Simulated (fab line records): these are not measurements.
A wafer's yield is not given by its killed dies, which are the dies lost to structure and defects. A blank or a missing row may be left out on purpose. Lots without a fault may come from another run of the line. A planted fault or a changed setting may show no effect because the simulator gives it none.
Matching of chambers / flow n5-finfet / N5_BEOL_M1_ETCH_64 on rie-diel-05: 4 sister chambers
The step etches SOC in N2/H2, target depth 75 nm, overetch 15 nm, time 112.5 s. 8 wafers are shown with their chamber, then 8 later ones without.

== EACH WAFER AND ITS CHAMBER ==
wafer=L078.1; chamber=3; drypump-motor-current-A (A)=5.2; showerhead-plenum-p-Torr (Torr)=2.53
wafer=L082.4; chamber=2; drypump-motor-current-A (A)=6.0; showerhead-plenum-p-Torr (Torr)=2.67
wafer=L088.3; chamber=3; drypump-motor-current-A (A)=5.1; showerhead-plenum-p-Torr (Torr)=2.52
wafer=L088.6; chamber=1; drypump-motor-current-A (A)=5.6; showerhead-plenum-p-Torr (Torr)=2.62
wafer=L092.1; chamber=1; drypump-motor-current-A (A)=5.6; showerhead-plenum-p-Torr (Torr)=2.62
wafer=L092.2; chamber=2; drypump-motor-current-A (A)=6.0; showerhead-plenum-p-Torr (Torr)=2.66
wafer=L092.6; chamber=0; drypump-motor-current-A (A)=5.8; showerhead-plenum-p-Torr (Torr)=2.48
wafer=L093.1; chamber=0; drypump-motor-current-A (A)=5.8; showerhead-plenum-p-Torr (Torr)=2.48

== WAFERS WHOSE CHAMBER IS MISSING ==
wafer=L093.4; drypump-motor-current-A (A)=5.6; showerhead-plenum-p-Torr (Torr)=2.62
wafer=L093.6; drypump-motor-current-A (A)=5.8; showerhead-plenum-p-Torr (Torr)=2.48
wafer=L094.1; drypump-motor-current-A (A)=5.8; showerhead-plenum-p-Torr (Torr)=2.48
wafer=L094.2; drypump-motor-current-A (A)=5.6; showerhead-plenum-p-Torr (Torr)=2.62
wafer=L094.5; drypump-motor-current-A (A)=6.0; showerhead-plenum-p-Torr (Torr)=2.66
wafer=L095.2; drypump-motor-current-A (A)=5.6; showerhead-plenum-p-Torr (Torr)=2.62
wafer=L095.5; drypump-motor-current-A (A)=5.2; showerhead-plenum-p-Torr (Torr)=2.52
wafer=L095.6; drypump-motor-current-A (A)=6.0; showerhead-plenum-p-Torr (Torr)=2.65

== THE CHAMBER EACH PASSED THROUGH ==
wafer=L093.4; from the rows above=1; in truth=1
wafer=L093.6; from the rows above=0; in truth=0
wafer=L094.1; from the rows above=0; in truth=0
wafer=L094.2; from the rows above=1; in truth=1
wafer=L094.5; from the rows above=2; in truth=2
wafer=L095.2; from the rows above=1; in truth=1
wafer=L095.5; from the rows above=3; in truth=3
wafer=L095.6; from the rows above=2; in truth=2
Correctly placed: 8 of 8. From these rows, 0 cannot be placed. Number placed wrongly: 0.
How it was worked out, from the rows above alone: a wafer's distance from a chamber is the root of the sum, over the readings, of the square of ((its reading less the chamber's mean) divided by the reading's scatter). If the next closest chamber is less than 2 further off than the closest, the wafer can't be placed; otherwise it belongs to the closest. Each chamber's mean is taken over the wafers shown for it. How the scatter is found: for the shown wafers, subtract from each reading the mean of its chamber, square and add these, divide the total by (wafers less chambers), then take the root.
